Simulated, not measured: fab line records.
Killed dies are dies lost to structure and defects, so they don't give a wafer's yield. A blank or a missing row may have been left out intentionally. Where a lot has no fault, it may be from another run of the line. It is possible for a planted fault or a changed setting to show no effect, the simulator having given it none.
fab line records	flow n5_finfet
record: lots: 24	wafers: 72	last_day: 17
route steps=1938 shown BEOL_M4@1056 BEOL_M5@1128
lots that met no fault: from a run of the same line without faults
start_h: hours from the record's opening day to when the first of the lot's shown wafers began	wait_h: time in hours since the lot's previous step	" unchanged from the row above	L1.1+2: several wafers, shown together as one row	- no value, or no start was given	* or withheld: withheld	< > ~ a bound
route shown NAME@n: names a module that has steps shown in the file, with the first one's number in the route	usual: mean/standard deviation of fault-free wafers	same: alike in all rows	chamber/n: place in a boat	sites: each site's reading	_std_site: how widely they spread, as a standard deviation	_edge_site: mean of outer sites minus mean of inner sites	radius_mm: how far each site lies from the wafer's centre	mask NAME#n: copy n	behind: tool/chamber where the wafer was last shaped	hold: why the lot was held/for how many hours/how that ended	device: the transistor (n, p or np) that didn't switch	end of line: the tests these same wafers got at the end of their route	a step given without rows: its recipe and nothing more	killed: not the wafer's yield, but the dies lost to structure and defects at the first sort	map: per-die view of a wafer (x killed, . not killed, _ where there is no die)
set.NAME: setting as actually run; set.NAME@STEP: the setting as run at that earlier step	model.NAME: the simulator's own value behind a step, which no gauge read
a sample of lots followed through the steps of the route, with each step as a table and each wafer as a row
services: a tool's chamber out of use, with start hour (start_h, from the record's first day; less than 0 if before it), hours out, and reason
== steps ==
step: N5_BEOL_M4_CD_MEAS_28
recipe: target_cd_nm: 26.2	landing_energy_ev: 500	detector: se_inlens	target_cd_y_nm: 24.1	polarity: opening
usual: cd_nm: 26.35/0.25
lot.wafer	tool	chamber	start_h	wait_h	cd_nm
L075.2	cd_sem-03	0	166.46	-	26.33
L075.5	"	0	"	"	26.08
L075.6	"	0	"	"	26.14
L076.3	cd_sem-03	0	170.51	-	26.11
L076.4	"	0	"	"	26.47
L076.6	"	0	"	"	26.45
L077.2	cd_sem-03	0	170.94	-	26.55
L077.4	"	0	"	"	26.43
L077.6	"	0	"	"	26.50
L074.1	cd_sem-02	0	179.42	-	26.46
L074.3	"	0	"	"	26.17
L074.5	"	0	"	"	26.10
L079.1	cd_sem-02	0	184.27	-	26.33
L079.3	"	0	"	"	26.30
L079.5	"	0	"	"	26.28
L078.4	cd_sem-02	0	184.60	-	26.56
L078.5	"	0	"	"	26.20
L078.6	"	0	"	"	26.61
L080.2	cd_sem-02	0	192.04	-	26.19
L080.3	"	0	"	"	26.10
L080.6	"	0	"	"	26.00
L081.1	cd_sem-02	0	199.40	-	26.46
L081.4	"	0	"	"	26.50
L081.5	"	0	"	"	26.53
L082.2	cd_sem-02	0	204.79	-	26.06
L082.4	"	0	"	"	26.46
L082.5	"	0	"	"	26.40
L083.1	cd_sem-01	0	217.00	-	26.12
L083.3	"	0	"	"	26.29
L083.4	"	0	"	"	26.40
L084.1	cd_sem-01	0	224.34	-	26.50
L084.2	"	0	"	"	26.65
L084.4	"	0	"	"	25.56
L085.2	cd_sem-02	0	225.92	-	26.51
L085.3	"	0	"	"	26.38
L085.6	"	0	"	"	25.92
L086.2	cd_sem-01	0	236.61	-	25.97
L086.4	"	0	"	"	26.25
L086.5	"	0	"	"	26.33
L087.1	cd_sem-03	0	240.04	-	25.98
L087.5	"	0	"	"	26.38
L087.6	"	0	"	"	26.51
L088.4	cd_sem-02	0	243.44	-	26.25
L088.5	"	0	"	"	26.18
L088.6	"	0	"	"	26.32
L089.2	cd_sem-01	0	251.00	-	27.08
L089.5	"	0	"	"	26.29
L089.6	"	0	"	"	26.56
L091.2	cd_sem-03	0	259.92	-	26.31
L091.5	"	0	"	"	26.50
L091.6	"	0	"	"	26.07
L090.2	cd_sem-03	0	260.13	-	26.24
L090.3	"	0	"	"	26.12
L090.5	"	0	"	"	26.52
L092.2	cd_sem-01	0	268.43	-	26.24
L092.4	"	0	"	"	26.35
L092.5	"	0	"	"	26.32
L094.2	cd_sem-01	0	279.13	-	26.63
L094.3	"	0	"	"	26.08
L094.5	"	0	"	"	26.24
L093.2	cd_sem-01	0	279.31	-	26.30
L093.3	"	0	"	"	26.11
L093.6	"	0	"	"	26.46
L095.2	cd_sem-03	0	288.91	-	26.42
L095.4	"	0	"	"	26.23
L095.5	"	0	"	"	25.85
L096.1	cd_sem-03	0	294.31	-	26.08
L096.4	"	0	"	"	26.79
L096.6	"	0	"	"	26.82
L097.3	cd_sem-03	0	295.27	-	26.46
L097.4	"	0	"	"	26.26
L097.6	"	0	"	"	26.36
step: N5_BEOL_M4_OVL_MEAS_29
recipe: points_per_wafer: 522
usual: V3_OVL: -0.6/0.66
lot.wafer	tool	chamber	start_h	wait_h	V3_OVL[nm]
L075.2	overlay-02	0	166.49	0.0	-1.1
L075.5	"	0	"	"	-1.6
L075.6	"	0	"	"	-0.8
L076.3	overlay-02	0	170.55	0.0	-0.6
L076.4	"	0	"	"	-1.5
L076.6	"	0	"	"	-1.1
L077.2	overlay-02	0	170.98	0.0	0.3
L077.4	"	0	"	"	-0.7
L077.6	"	0	"	"	0.7
L074.1	overlay-02	0	179.45	0.0	-0.3
L074.3	"	0	"	"	-0.3
L074.5	"	0	"	"	0.0
L079.1	overlay-01	0	184.30	0.0	0.8
L079.3	"	0	"	"	0.6
L079.5	"	0	"	"	0.4
L078.4	overlay-01	0	184.65	0.0	0.2
L078.5	"	0	"	"	-0.9
L078.6	"	0	"	"	-1.6
L080.2	overlay-01	0	192.08	0.0	-0.1
L080.3	"	0	"	"	-0.3
L080.6	"	0	"	"	-0.5
L081.1	overlay-02	0	199.43	0.0	-1.0
L081.4	"	0	"	"	-1.0
L081.5	"	0	"	"	-1.2
L082.2	overlay-01	0	204.83	0.0	-0.4
L082.4	"	0	"	"	-0.5
L082.5	"	0	"	"	-0.7
L083.1	overlay-01	0	217.03	0.0	-0.1
L083.3	"	0	"	"	-0.6
L083.4	"	0	"	"	-0.2
L084.1	overlay-02	0	224.37	0.0	0.4
L084.2	"	0	"	"	-0.5
L084.4	"	0	"	"	-1.2
L085.2	overlay-01	0	225.95	0.0	0.0
L085.3	"	0	"	"	-0.6
L085.6	"	0	"	"	-0.1
L086.2	overlay-01	0	236.65	0.0	-1.3
L086.4	"	0	"	"	-0.4
L086.5	"	0	"	"	-1.0
L087.1	overlay-01	0	240.07	0.0	-0.2
L087.5	"	0	"	"	-0.2
L087.6	"	0	"	"	-0.8
L088.4	overlay-01	0	243.49	0.0	-1.3
L088.5	"	0	"	"	-1.8
L088.6	"	0	"	"	-0.7
L089.2	overlay-01	0	251.03	0.0	-1.2
L089.5	"	0	"	"	-0.9
L089.6	"	0	"	"	-0.8
L091.2	overlay-02	0	259.96	0.0	-1.4
L091.5	"	0	"	"	-1.1
L091.6	"	0	"	"	-1.5
L090.2	overlay-01	0	260.17	0.0	-1.4
L090.3	"	0	"	"	-0.8
L090.5	"	0	"	"	-1.0
L092.2	overlay-02	0	268.47	0.0	-1.3
L092.4	"	0	"	"	-0.1
L092.5	"	0	"	"	-1.0
L094.2	overlay-01	0	279.17	0.0	-0.6
L094.3	"	0	"	"	0.3
L094.5	"	0	"	"	-0.2
L093.2	overlay-01	0	279.35	0.0	-0.5
L093.3	"	0	"	"	-0.2
L093.6	"	0	"	"	-1.2
L095.2	overlay-02	0	288.95	0.0	1.0
L095.4	"	0	"	"	0.4
L095.5	"	0	"	"	-0.4
L096.1	overlay-01	0	294.34	0.0	-1.0
L096.4	"	0	"	"	-0.9
L096.6	"	0	"	"	-0.7
L097.3	overlay-01	0	295.31	0.0	-0.6
L097.4	"	0	"	"	-0.6
L097.6	"	0	"	"	-0.8
step: N5_BEOL_M4_ETCHBACK_99
recipe: chemistry: CHF3	target: SiO2	target_depth_a: 50	time_s: 10.4	source_w: 215	bias_w: 47	Ar_flow_sccm: 200	CHF3_flow_sccm: 12	ion_energy_ev: 100	pressure_mtorr: 30
usual: drypump_motor_current_A: 5.6/0.49	oes_product_au: 0.83/0.098	rf_vpp_V: 241/5.7	showerhead_plenum_p_Torr: 2.14/0.049	throttle_valve_pct: 17.07/0.22
same: time_s: 10.4
lot.wafer	tool	chamber	start_h	wait_h	drypump_motor_current_A	oes_product_au	rf_hours_counter_h	rf_vpp_V	showerhead_plenum_p_Torr	throttle_valve_pct
L075.2	rie_diel-05	3	172.50	5.7	6.1	0.71	196	239	2.13	17.25
L075.5	"	1	"	"	5.1	0.85	-	249	2.18	16.84
L075.6	"	0	"	"	5.9	0.88	-	238	2.11	17.15
L076.3	rie_diel-05	0	176.53	5.7	5.9	0.88	43	236	2.11	17.17
L076.4	"	3	"	"	6.1	0.69	198	239	2.13	17.25
L076.6	"	1	"	"	5.1	0.86	-	250	2.18	16.83
L077.2	rie_diel-03	3	176.60	5.3	5.5	0.70	240	244	2.18	17.23
L077.4	"	1	"	"	5.9	0.93	12	240	2.09	16.84
L077.6	"	1	"	"	5.9	0.94	-	240	2.09	16.82
L074.1	rie_diel-03	2	181.21	1.2	5.8	0.91	41	246	2.19	16.83
L074.3	"	1	"	"	5.8	0.93	14	241	2.09	16.84
L074.5	"	3	"	"	5.5	0.70	-	246	2.18	17.23
L079.1	rie_diel-06	2	190.28	4.6	4.7	0.99	0	235	2.10	16.88
L079.3	"	0	"	"	5.2	0.88	41	232	2.21	16.82
L079.5	"	3	"	"	4.8	0.68	-	239	2.25	17.51
L078.4	rie_diel-03	3	192.80	7.1	5.5	0.70	245	245	2.18	17.24
L078.5	"	3	"	"	5.5	0.70	-	246	2.18	17.23
L078.6	"	0	"	"	6.3	0.97	-	245	2.14	17.17
L080.2	rie_diel-03	1	193.68	1.0	5.9	0.93	18	240	2.09	16.84
L080.3	"	3	"	"	5.5	0.70	246	245	2.18	17.23
L080.6	"	2	"	"	5.8	0.89	-	245	2.19	16.81
L081.1	rie_diel-03	2	201.17	1.2	5.8	0.90	48	246	2.19	16.83
L081.4	"	3	"	"	5.5	0.69	249	246	2.18	17.24
L081.5	"	1	"	"	5.9	0.92	-	240	2.09	16.84
L082.2	rie_diel-06	0	213.94	8.8	5.3	0.86	49	233	2.21	16.86
L082.4	"	1	"	"	5.9	0.65	246	239	2.13	17.53
L082.5	"	3	"	"	4.8	0.67	-	238	2.25	17.53
L083.1	rie_diel-05	1	219.98	2.3	5.1	0.83	48	248	2.17	16.85
L083.3	"	3	"	"	6.1	0.69	212	239	2.13	17.27
L083.4	"	0	"	"	5.9	0.86	-	237	2.10	17.19
L084.1	rie_diel-05	3	226.05	0.6	6.1	0.68	216	239	2.13	17.29
L084.2	"	1	"	"	5.1	0.84	51	249	2.17	16.86
L084.4	"	0	"	"	5.9	0.86	-	239	2.10	17.19
L085.2	rie_diel-03	3	237.47	9.9	5.5	0.93	6	246	2.17	16.80
L085.3	"	0	"	"	6.3	0.93	22	245	2.13	17.20
L085.6	"	0	"	"	6.3	0.92	-	245	2.13	17.20
L086.2	rie_diel-03	0	237.93	1.0	6.3	0.93	23	246	2.13	17.19
L086.4	"	3	"	"	5.5	0.92	7	245	2.17	16.81
L086.5	"	3	"	"	5.5	0.92	-	245	2.17	16.80
L087.1	rie_diel-03	0	244.56	3.9	6.3	0.92	25	246	2.13	17.17
L087.5	"	1	"	"	5.9	0.88	-	240	2.08	16.89
L087.6	"	2	"	"	5.8	0.87	-	247	2.18	16.86
L088.4	rie_diel-05	3	253.34	9.5	6.1	0.67	228	239	2.12	17.30
L088.5	"	2	"	"	4.9	0.73	-	227	2.05	17.20
L088.6	"	3	"	"	6.1	0.68	-	239	2.12	17.32
L089.2	rie_diel-05	3	253.84	2.5	6.1	0.68	228	240	2.12	17.31
L089.5	"	3	"	"	6.1	0.68	-	240	2.12	17.31
L089.6	"	2	"	"	4.8	0.73	-	228	2.05	17.21
L091.2	rie_diel-03	0	262.15	1.9	6.2	0.90	32	245	2.13	17.21
L091.5	"	3	"	"	5.5	0.89	-	246	2.17	16.81
L091.6	"	0	"	"	6.2	0.90	-	245	2.13	17.22
L090.2	rie_diel-03	0	267.24	6.8	6.3	0.90	33	246	2.13	17.20
L090.3	"	3	"	"	5.5	0.88	17	246	2.17	16.84
L090.5	"	0	"	"	6.3	0.90	-	248	2.13	17.23
L092.2	rie_diel-06	3	273.25	4.2	4.8	0.66	242	239	2.24	17.55
L092.4	"	2	"	"	4.7	0.88	27	234	2.09	16.93
L092.5	"	3	"	"	4.8	0.66	-	237	2.24	17.55
L094.2	rie_diel-03	2	279.67	0.1	5.8	0.84	80	247	2.18	16.88
L094.3	"	0	"	"	6.3	0.88	38	248	2.13	17.20
L094.5	"	3	"	"	5.5	0.87	-	245	2.17	16.84
L093.2	rie_diel-06	0	279.77	0.1	5.3	0.84	70	232	2.20	16.88
L093.3	"	1	"	"	5.9	0.95	6	240	2.12	17.10
L093.6	"	3	"	"	4.8	0.66	-	238	2.24	17.55
L095.2	rie_diel-05	2	294.63	4.6	4.8	0.71	202	228	2.05	17.24
L095.4	"	1	"	"	5.0	0.79	78	248	2.16	16.92
L095.5	"	3	"	"	6.1	0.66	-	239	2.12	17.32
L096.1	rie_diel-03	2	297.40	2.7	5.8	0.85	87	246	2.18	16.90
L096.4	"	1	"	"	5.9	0.87	55	241	2.08	16.92
L096.6	"	3	"	"	5.5	0.86	-	246	2.17	16.85
L097.3	rie_diel-05	0	297.54	1.9	5.9	0.81	88	238	2.09	17.23
L097.4	"	2	"	"	4.8	0.71	203	228	2.04	17.24
L097.6	"	3	"	"	6.1	0.67	-	240	2.12	17.34
step: N5_BEOL_M4_SPUTTER_79
recipe: material: Cu	target_thk_a: 45	temp_c: -20	chamber_pressure_pa: 0.07	power_w: withheld	time_s: 8.29
usual: chamber_pressure_pa: 0.07/0.00013	throttle_valve_pct: 29.6/0.87
same: time_s: 8.29
lot.wafer	tool	chamber	start_h	wait_h	chamber_pressure_pa	throttle_valve_pct
L075.2	pvd_sputter-01	-	175.04	0.1	0.06999	29.0
L075.5	"	-	"	"	0.06978	29.3
L075.6	"	-	"	"	0.06989	29.6
L077.2	pvd_sputter-01	-	178.00	0.1	0.06993	29.7
L077.4	"	-	"	"	0.07018	29.1
L077.6	"	-	"	"	0.07002	29.6
L076.3	pvd_sputter-03	-	178.21	0.1	0.07002	30.3
L076.4	"	-	"	"	0.06993	29.8
L076.6	"	-	"	"	0.06985	29.0
L074.1	pvd_sputter-03	-	182.94	0.1	0.06989	30.5
L074.3	"	-	"	"	0.06996	29.9
L074.5	"	-	"	"	0.07007	30.7
L079.1	pvd_sputter-02	-	192.44	0.1	0.0701	28.9
L079.3	"	-	"	"	0.06986	30.7
L079.5	"	-	"	"	0.0701	29.2
L078.4	pvd_sputter-03	-	194.78	0.1	0.06985	30.3
L078.5	"	-	"	"	0.06975	30.0
L078.6	"	-	"	"	0.07014	29.7
L080.2	pvd_sputter-01	-	195.49	0.1	0.06989	29.7
L080.3	"	-	"	"	0.07029	29.2
L080.6	"	-	"	"	0.06994	29.6
L081.1	pvd_sputter-03	-	202.73	0.1	0.06993	30.5
L081.4	"	-	"	"	0.0701	30.2
L081.5	"	-	"	"	0.06995	29.0
L082.2	pvd_sputter-03	-	215.79	0.1	0.07	29.6
L082.4	"	-	"	"	0.06986	30.7
L082.5	"	-	"	"	0.07005	29.1
L083.1	pvd_sputter-02	-	222.05	0.1	0.06994	29.0
L083.3	"	-	"	"	0.07001	30.5
L083.4	"	-	"	"	0.07008	29.6
L084.1	pvd_sputter-02	-	227.49	0.1	0.06998	30.6
L084.2	"	-	"	"	0.06995	30.9
L084.4	"	-	"	"	0.07008	28.8
L085.2	pvd_sputter-01	-	239.11	0.1	0.07004	29.4
L085.3	"	-	"	"	0.06999	29.9
L085.6	"	-	"	"	0.07005	27.5
L086.2	pvd_sputter-03	-	239.64	0.1	0.06999	30.5
L086.4	"	-	"	"	0.06991	30.3
L086.5	"	-	"	"	0.0698	30.4
L087.1	pvd_sputter-02	-	247.60	0.1	0.07003	29.4
L087.5	"	-	"	"	0.0699	30.6
L087.6	"	-	"	"	0.06981	29.5
L088.4	pvd_sputter-01	-	254.84	0.1	0.07005	29.2
L088.5	"	-	"	"	0.06998	27.4
L088.6	"	-	"	"	0.07002	29.5
L089.2	pvd_sputter-02	-	256.97	0.1	0.07002	30.4
L089.5	"	-	"	"	0.06993	30.5
L089.6	"	-	"	"	0.06999	30.9
L091.2	pvd_sputter-03	-	264.60	0.1	0.06991	29.6
L091.5	"	-	"	"	0.06998	30.4
L091.6	"	-	"	"	0.06996	29.0
L090.2	pvd_sputter-02	-	269.54	0.1	0.07015	29.6
L090.3	"	-	"	"	0.0702	30.8
L090.5	"	-	"	"	0.06986	28.9
L092.2	pvd_sputter-01	-	276.63	0.1	0.07	29.8
L092.4	"	-	"	"	0.07026	29.4
L092.5	"	-	"	"	0.06978	29.8
L094.2	pvd_sputter-02	-	281.21	0.1	0.06993	29.0
L094.3	"	-	"	"	0.07004	30.3
L094.5	"	-	"	"	0.06982	30.7
L093.2	pvd_sputter-03	-	281.32	0.1	0.06988	30.6
L093.3	"	-	"	"	0.07007	30.4
L093.6	"	-	"	"	0.06994	29.5
L095.2	pvd_sputter-01	-	296.19	0.1	0.07002	29.3
L095.4	"	-	"	"	0.06972	29.7
L095.5	"	-	"	"	0.06999	29.9
L096.1	pvd_sputter-01	-	299.46	0.1	0.06984	29.7
L096.4	"	-	"	"	0.06989	27.6
L096.6	"	-	"	"	0.07012	29.9
L097.3	pvd_sputter-02	-	299.52	0.1	0.07013	30.4
L097.4	"	-	"	"	0.06987	29.6
L097.6	"	-	"	"	0.07002	29.3
step: N5_BEOL_M4_ANNEAL_93
recipe: temp_c: 400	time_s: 240	ambient: vacuum
usual: heater_power_w: 816/79
same: time_s: 240
lot.wafer	tool	chamber	start_h	wait_h	heater_power_w
L075.2	pvd_sputter-01	-	176.22	0.0	851
L075.5	"	-	"	"	858
L075.6	"	-	"	"	881
L077.2	pvd_sputter-01	-	179.18	0.0	694
L077.4	"	-	"	"	834
L077.6	"	-	"	"	869
L076.3	pvd_sputter-03	-	179.39	0.0	899
L076.4	"	-	"	"	867
L076.6	"	-	"	"	658
L074.1	pvd_sputter-03	-	184.12	0.0	902
L074.3	"	-	"	"	832
L074.5	"	-	"	"	909
L079.1	pvd_sputter-02	-	193.77	0.0	767
L079.3	"	-	"	"	761
L079.5	"	-	"	"	866
L078.4	pvd_sputter-03	-	195.96	0.0	915
L078.5	"	-	"	"	857
L078.6	"	-	"	"	838
L080.2	pvd_sputter-01	-	196.67	0.0	883
L080.3	"	-	"	"	822
L080.6	"	-	"	"	696
L081.1	pvd_sputter-03	-	203.91	0.0	913
L081.4	"	-	"	"	846
L081.5	"	-	"	"	672
L082.2	pvd_sputter-03	-	216.97	0.0	849
L082.4	"	-	"	"	913
L082.5	"	-	"	"	654
L083.1	pvd_sputter-02	-	223.23	0.0	785
L083.3	"	-	"	"	919
L083.4	"	-	"	"	851
L084.1	pvd_sputter-02	-	228.67	0.0	924
L084.2	"	-	"	"	773
L084.4	"	-	"	"	768
L085.2	pvd_sputter-01	-	240.29	0.0	850
L085.3	"	-	"	"	894
L085.6	"	-	"	"	838
L086.2	pvd_sputter-03	-	240.82	0.0	895
L086.4	"	-	"	"	839
L086.5	"	-	"	"	914
L087.1	pvd_sputter-02	-	248.78	0.0	849
L087.5	"	-	"	"	910
L087.6	"	-	"	"	877
L088.4	pvd_sputter-01	-	256.02	0.0	840
L088.5	"	-	"	"	857
L088.6	"	-	"	"	670
L089.2	pvd_sputter-02	-	258.15	0.0	913
L089.5	"	-	"	"	907
L089.6	"	-	"	"	748
L091.2	pvd_sputter-03	-	265.78	0.0	856
L091.5	"	-	"	"	904
L091.6	"	-	"	"	657
L090.2	pvd_sputter-02	-	270.87	0.0	837
L090.3	"	-	"	"	749
L090.5	"	-	"	"	785
L092.2	pvd_sputter-01	-	277.81	0.0	882
L092.4	"	-	"	"	831
L092.5	"	-	"	"	671
L094.2	pvd_sputter-02	-	282.39	0.0	781
L094.3	"	-	"	"	899
L094.5	"	-	"	"	930
L093.2	pvd_sputter-03	-	282.50	0.0	877
L093.3	"	-	"	"	835
L093.6	"	-	"	"	854
L095.2	pvd_sputter-01	-	297.37	0.0	848
L095.4	"	-	"	"	887
L095.5	"	-	"	"	678
L096.1	pvd_sputter-01	-	300.64	0.0	909
L096.4	"	-	"	"	834
L096.6	"	-	"	"	700
L097.3	pvd_sputter-02	-	300.70	0.0	895
L097.4	"	-	"	"	862
L097.6	"	-	"	"	864
step: N5_BEOL_M5_INSPECT_13
recipe: mode: adi	inspect_instrument: brightfield
usual: raw_defect_count: 419/110
lot.wafer	tool	chamber	start_h	wait_h	raw_defect_count
L075.2	defect_inspect-01	-	180.56	0.0	371
L075.5	"	-	"	"	254
L075.6	"	-	"	"	381
L077.2	defect_inspect-02	-	182.94	0.0	323
L077.4	"	-	"	"	485
L077.6	"	-	"	"	465
L076.3	defect_inspect-01	-	183.07	0.0	273
L076.4	"	-	"	"	258
L076.6	"	-	"	"	275
L074.1	defect_inspect-02	-	191.49	0.1	447
L074.3	"	-	"	"	310
L074.5	"	-	"	"	404
L079.1	defect_inspect-02	-	199.03	0.1	457
L079.3	"	-	"	"	449
L079.5	"	-	"	"	494
L078.4	defect_inspect-01	-	201.77	0.0	400
L078.5	"	-	"	"	371
L078.6	"	-	"	"	403
L080.2	defect_inspect-02	-	202.29	0.0	410
L080.3	"	-	"	"	472
L080.6	"	-	"	"	436
L081.1	defect_inspect-02	-	208.85	0.1	456
L081.4	"	-	"	"	541
L081.5	"	-	"	"	375
L082.2	defect_inspect-01	-	222.03	0.0	518
L082.4	"	-	"	"	466
L082.5	"	-	"	"	437
L083.1	defect_inspect-02	-	227.74	0.1	263
L083.3	"	-	"	"	392
L083.4	"	-	"	"	308
L084.1	defect_inspect-02	-	234.16	0.1	496
L084.2	"	-	"	"	501
L084.4	"	-	"	"	473
L085.2	defect_inspect-01	-	245.29	0.0	258
L085.3	"	-	"	"	431
L085.6	"	-	"	"	232
L086.2	defect_inspect-02	-	245.45	0.0	678
L086.4	"	-	"	"	675
L086.5	"	-	"	"	491
L087.1	defect_inspect-02	-	254.38	0.1	457
L087.5	"	-	"	"	537
L087.6	"	-	"	"	592
L088.4	defect_inspect-01	-	260.56	0.0	406
L088.5	"	-	"	"	276
L088.6	"	-	"	"	307
L089.2	defect_inspect-02	-	262.42	0.0	413
L089.5	"	-	"	"	258
L089.6	"	-	"	"	307
L091.2	defect_inspect-02	-	270.23	0.1	589
L091.5	"	-	"	"	589
L091.6	"	-	"	"	476
L090.2	defect_inspect-02	-	277.07	0.1	316
L090.3	"	-	"	"	410
L090.5	"	-	"	"	498
L092.2	defect_inspect-02	-	281.84	0.0	323
L092.4	"	-	"	"	343
L092.5	"	-	"	"	329
L094.2	defect_inspect-02	-	286.56	0.0	375
L094.3	"	-	"	"	392
L094.5	"	-	"	"	424
L093.2	defect_inspect-02	-	286.61	0.0	448
L093.3	"	-	"	"	796
L093.6	"	-	"	"	486
L095.2	defect_inspect-02	-	302.08	0.0	364
L095.4	"	-	"	"	369
L095.5	"	-	"	"	348
L096.1	defect_inspect-01	-	304.33	0.1	248
L096.4	"	-	"	"	403
L096.6	"	-	"	"	353
L097.3	defect_inspect-01	-	304.50	0.0	420
L097.4	"	-	"	"	262
L097.6	"	-	"	"	375
== services ==
tool	chamber	start_h	hours	kind
rie_diel-03	0	149.30	-	clean
rie_diel-03	0	149.30	-	consumable_replace:focus_ring
rie_diel-03	0	149.30	25.7	scheduled_down
rie_diel-03	0	149.30	25.7	vent_cycle
rie_diel-03	-	158.24	0.4	repair
rie_diel-06	2	168.19	-	clean
rie_diel-06	2	168.19	-	consumable_replace:focus_ring
rie_diel-06	2	168.19	20.0	scheduled_down
rie_diel-06	2	168.19	20.0	vent_cycle
rie_diel-03	3	168.79	4.2	repair
rie_diel-03	3	205.74	-	clean
rie_diel-03	3	205.74	-	consumable_replace:focus_ring
rie_diel-03	3	205.74	18.8	scheduled_down
rie_diel-03	3	205.74	18.8	vent_cycle
rie_diel-03	0	218.61	7.7	repair
rie_diel-06	-	223.44	14.6	pm
rie_diel-05	-	229.22	0.1	repair
rie_diel-06	1	242.74	-	clean
rie_diel-06	1	242.74	-	consumable_replace:focus_ring
rie_diel-06	1	242.74	21.2	scheduled_down
rie_diel-06	1	242.74	21.2	vent_cycle
rie_diel-06	3	296.00	-	clean
rie_diel-06	3	296.00	-	consumable_replace:focus_ring
rie_diel-06	3	296.00	26.2	scheduled_down
== key ==
fault none
